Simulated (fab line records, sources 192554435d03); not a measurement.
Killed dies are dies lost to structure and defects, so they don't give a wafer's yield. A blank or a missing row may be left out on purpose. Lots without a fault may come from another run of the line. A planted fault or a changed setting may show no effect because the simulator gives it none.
Which tool did it? | flow n5_finfet | 10 lots, 29 wafers sampled, at 6 steps of a route of 1938

WHAT THE GAUGES READ, wafer by wafer
N5_BEOL_M4_RC_MEAS_101.
lot  | measured     | on        | DIBL_N (mV/V)  | DIBL_P (mV/V)  | IOFF_N (nA/um)    | IOFF_P (nA/um) | ION_N (uA/um) | ION_P (uA/um) | SS_N (mV/dec)  | SS_P (mV/dec)  | VT_N (mV)         | VT_P (mV)
L445 | day 9 10:20  | prober-01 | 38.5 37.8 37.9 | 39.9 36.8 37.4 | 0.219 0.196 0.190 | 0.27 0.21 0.21 | 677 677 665   | 463 455 452   | 71.9 72.8 72.8 | 75.0 73.8 74.1 | 242.7 249.7 250.0 | -249 -251 -253
L447 | day 9 10:26  | prober-02 | 38.1 37.7 35.1 | 37.1 36.5 33.8 | 0.194 0.180 0.139 | 0.26 0.25 0.21 | 698 703 691   | 479 489 482   | 71.5 71.7 70.8 | 73.5 73.9 72.7 | 243.8 246.4 249.2 | -245 -247 -247
L446 | day 9 11:25  | prober-01 | 34.4 33.5 34.8 | 34.7 33.8 35.7 | 0.131 0.116 0.143 | 0.20 0.19 0.22 | 649 652 674   | 451 456 473   | 71.3 70.9 71.7 | 73.2 73.1 73.1 | 250.7 254.2 250.6 | -249 -249 -248
L448 | day 9 17:47  | prober-01 | 37.6 35.9 36.8 | 38.6 36.5 36.9 | 0.163 0.137 0.157 | 0.19 0.17 0.17 | 661 650 659   | 446 443 446   | 70.9 71.0 71.7 | 73.8 73.6 73.1 | 250.5 253.8 250.6 | -253 -256 -257
L449 | day 9 19:14  | prober-02 | 38.7 37.0      | 39.5 37.7      | 0.200 0.170       | 0.23 0.21      | 693 694       | 465 473       | 72.1 71.2      | 74.2 73.7      | 246.4 248.1       | -250 -253
L457 | day 12 12:55 | prober-02 | 38.2 33.7 36.4 | 38.0 33.5 36.1 | 0.187 0.113 0.148 | 0.21 0.15 0.18 | 678 663 675   | 465 456 452   | 72.9 70.5 71.4 | 73.3 71.4 73.2 | 248.1 253.5 250.3 | -250 -253 -253
L459 | day 12 18:08 | prober-01 | 36.4 36.7 36.3 | 36.5 37.1 34.9 | 0.190 0.190 0.168 | 0.23 0.23 0.19 | 687 686 662   | 469 462 455   | 71.2 71.8 71.9 | 73.5 73.0 72.3 | 245.3 244.6 247.2 | -252 -249 -251
L461 | day 13 14:19 | prober-02 | 37.2 35.7 38.0 | 36.5 33.7 36.4 | 0.184 0.157 0.185 | 0.24 0.20 0.23 | 702 689 687   | 483 468 467   | 71.8 71.6 72.3 | 73.5 72.7 73.7 | 245.4 246.4 245.8 | -248 -250 -250
L463 | day 13 18:32 | prober-02 | 35.8 35.2 34.1 | 34.8 34.1 31.6 | 0.155 0.142 0.117 | 0.21 0.19 0.16 | 671 666 656   | 469 459 448   | 71.1 71.3 71.0 | 73.4 73.4 72.0 | 250.0 251.1 250.5 | -249 -248 -251
L465 | day 14 17:25 | prober-02 | 38.4 35.8 39.0 | 37.8 33.4 37.1 | 0.196 0.134 0.208 | 0.23 0.17 0.23 | 676 666 665   | 461 454 457   | 72.1 70.3 72.7 | 73.7 72.7 73.9 | 247.2 250.9 247.2 | -247 -251 -250

N5_BEOL_M10_THK_MEAS_53: measures by xrf.
lot  | measured     | on            | M10_THK (nm)
L445 | day 11 20:24 | film_metro-01 | 151 148 148
L447 | day 11 18:22 | film_metro-01 | 146 149 146
L446 | day 11 20:34 | film_metro-01 | 145 142 140
L448 | day 12 01:57 | film_metro-01 | 146 151 151
L449 | day 12 03:01 | film_metro-01 | 142 145
L457 | day 14 20:19 | film_metro-01 | 148 150 148
L459 | day 15 06:33 | film_metro-01 | 144 149 145
L461 | day 16 02:40 | film_metro-01 | 141 143 148
L463 | day 16 05:44 | film_metro-02 | 148 145 145
L465 | day 17 01:39 | film_metro-01 | 141 148 147

N5_BEOL_M10_RS_MEAS_57: measures by four-point-probe.
lot  | measured     | on            | M10_RS (ohm/sq)
L445 | day 11 20:34 | film_metro-02 | 0.143 0.148 0.147
L447 | day 11 18:29 | film_metro-02 | 0.146 0.144 0.148
L446 | day 11 20:42 | film_metro-01 | 0.151 0.153 0.156
L448 | day 12 02:05 | film_metro-02 | 0.150 0.145 0.145
L449 | day 12 03:09 | film_metro-02 | 0.152 0.149
L457 | day 14 20:26 | film_metro-02 | 0.148 0.145 0.148
L459 | day 15 06:41 | film_metro-02 | 0.152 0.146 0.151
L461 | day 16 02:48 | film_metro-01 | 0.153 0.151 0.146
L463 | day 16 05:52 | film_metro-02 | 0.147 0.150 0.150
L465 | day 17 01:47 | film_metro-01 | 0.155 0.146 0.147

N5_BEOL_M11_THK_MEAS_01.
lot  | measured     | on            | M11_ILD_THK (nm)
L445 | day 11 21:14 | film_metro-02 | 266 270 270
L447 | day 11 19:39 | film_metro-01 | 271 269 270
L446 | day 11 21:23 | film_metro-01 | 268 272 271
L448 | day 12 03:13 | film_metro-01 | 266 263 267
L449 | day 12 03:49 | film_metro-01 | 258 260
L457 | day 14 21:06 | film_metro-02 | 269 263 394
L459 | day 15 07:20 | film_metro-02 | 267 402 276
L461 | day 16 03:27 | film_metro-01 | 264 264 265
L463 | day 16 06:31 | film_metro-02 | 260 260 262
L465 | day 17 02:26 | film_metro-02 | 264 272 268

WHICH TOOL RAN EACH LOT (tool, then ch and the chambers of the sampled wafers, then the start)
lot  | N5_BEOL_M10_DEP_56              | N5_BEOL_M11_ILD_DEP_00
L445 | pecvd-01 ch 0,2, day 11 20:29   | pecvd-03 ch 0,1, day 11 20:38
L447 | pecvd-02 ch 0,2, day 11 18:25   | pecvd-01 ch 0,2, day 11 18:35
L446 | pecvd-02 ch 0,1, day 11 20:37   | pecvd-01 ch 0,2, day 11 20:46
L448 | pecvd-01 ch 0,1,2, day 12 02:02 | pecvd-04 ch 0,1,2, day 12 02:11
L449 | pecvd-01 ch 0,1, day 12 03:05   | pecvd-04 ch 0,2, day 12 03:13
L457 | pecvd-01 ch 0,1,2, day 14 20:22 | pecvd-04 ch 0,1,2, day 14 20:31
L459 | pecvd-01 ch 0,1,2, day 15 06:37 | pecvd-04 ch 0,2, day 15 06:44
L461 | pecvd-02 ch 0,1,2, day 16 02:44 | pecvd-03 ch 0,1, day 16 02:52
L463 | pecvd-02 ch 1,2, day 16 05:47   | pecvd-03 ch 1,2, day 16 05:55
L465 | pecvd-02 ch 0,1,2, day 17 01:43 | pecvd-03 ch 0,1,2, day 17 01:51
- N5_BEOL_M10_DEP_56: deposits SiCN from 3MS/NH3, target thk 15 nm, time 26.5 s.
- N5_BEOL_M11_ILD_DEP_00: deposits SiCOH lowk from DEMS/porogen, target thk 308.51 nm, time 58 s.

WHAT THE TOOLS THEMSELVES READ (means of the sampled wafers that have a number; where no wafer has one, the mark that the record gives instead)
N5_BEOL_M10_DEP_56.
lot  | tool     | showerhead_plenum_p_Torr (Torr) | throttle_valve_pct (%)
L445 | pecvd-01 | 3.663                           | 9.5
L447 | pecvd-02 | 3.669                           | 8.7
L446 | pecvd-02 | 3.681                           | 8.8
L448 | pecvd-01 | 3.670                           | 9.2
L449 | pecvd-01 | 3.671                           | 9.7
L457 | pecvd-01 | 3.675                           | 9.2
L459 | pecvd-01 | 3.669                           | 9.2
L461 | pecvd-02 | 3.668                           | 8.7
L463 | pecvd-02 | 3.676                           | 8.7
L465 | pecvd-02 | 3.672                           | 8.7

N5_BEOL_M11_ILD_DEP_00.
lot  | tool     | heater_power_w (W) | run_length_s (s) | showerhead_plenum_p_Torr (Torr) | throttle_valve_pct (%)
L445 | pecvd-03 | 351                | 101.6            | 5.730                           | 15.5
L447 | pecvd-01 | 370                | 100.5            | 5.738                           | 14.2
L446 | pecvd-01 | 397                | 101.1            | 5.748                           | 13.6
L448 | pecvd-04 | 284                | 100.9            | 5.743                           | 13.7
L449 | pecvd-04 | 273                | 100.9            | 5.751                           | 13.8
L457 | pecvd-04 | 263                | 110.6            | 5.754                           | 13.8
L459 | pecvd-04 | 266                | 110.3            | 5.750                           | 13.9
L461 | pecvd-03 | 360                | 101.5            | 5.737                           | 15.5
L463 | pecvd-03 | 346                | 101.5            | 5.731                           | 15.0
L465 | pecvd-03 | 328                | 101.5            | 5.730                           | 14.6

THE ANSWER, worked out from the rows above alone
Rule: what is usual is taken from the lots themselves. Put in order of their means at a reading, lots are off if they are a third of the lots or fewer, leave a main group of 4 or more, and stand apart from it by a gap of 3 or more times the standard deviation of the main group's means; of several such gaps the widest counts. A main group whose means are all the same, to the digits that the tables above print for the reading, isn't used. A lot without any number at a reading at which 4 lots or more have one is off too. The other lots that the step has rows for count as sound. The gauges are gone through in route order, then the tools' own readings, and for those a lot's mean is taken as printed above. The first step at which some lot is off is used, and at that step the reading that is off furthest; a lot without a number counts as furthest.
Off: L457, L459, at N5_BEOL_M11_THK_MEAS_01 (M11_ILD_THK). The main group: mean 266 nm, standard deviation 4.
A tool fits if, at a process step before that reading, it ran every lot that is off, and no sound lot after the first of them. The gauges at N5_BEOL_M11_THK_MEAS_01 aren't tried: what is off there is off at N5_BEOL_M11_ILD_DEP_00 too, on other tools, and a gauge's error can't cause that. Can't be told from this: 2 tools fit, pecvd-01 at N5_BEOL_M10_DEP_56, pecvd-04 at N5_BEOL_M11_ILD_DEP_00.

WHAT THE SIMULATOR HAD PUT IN
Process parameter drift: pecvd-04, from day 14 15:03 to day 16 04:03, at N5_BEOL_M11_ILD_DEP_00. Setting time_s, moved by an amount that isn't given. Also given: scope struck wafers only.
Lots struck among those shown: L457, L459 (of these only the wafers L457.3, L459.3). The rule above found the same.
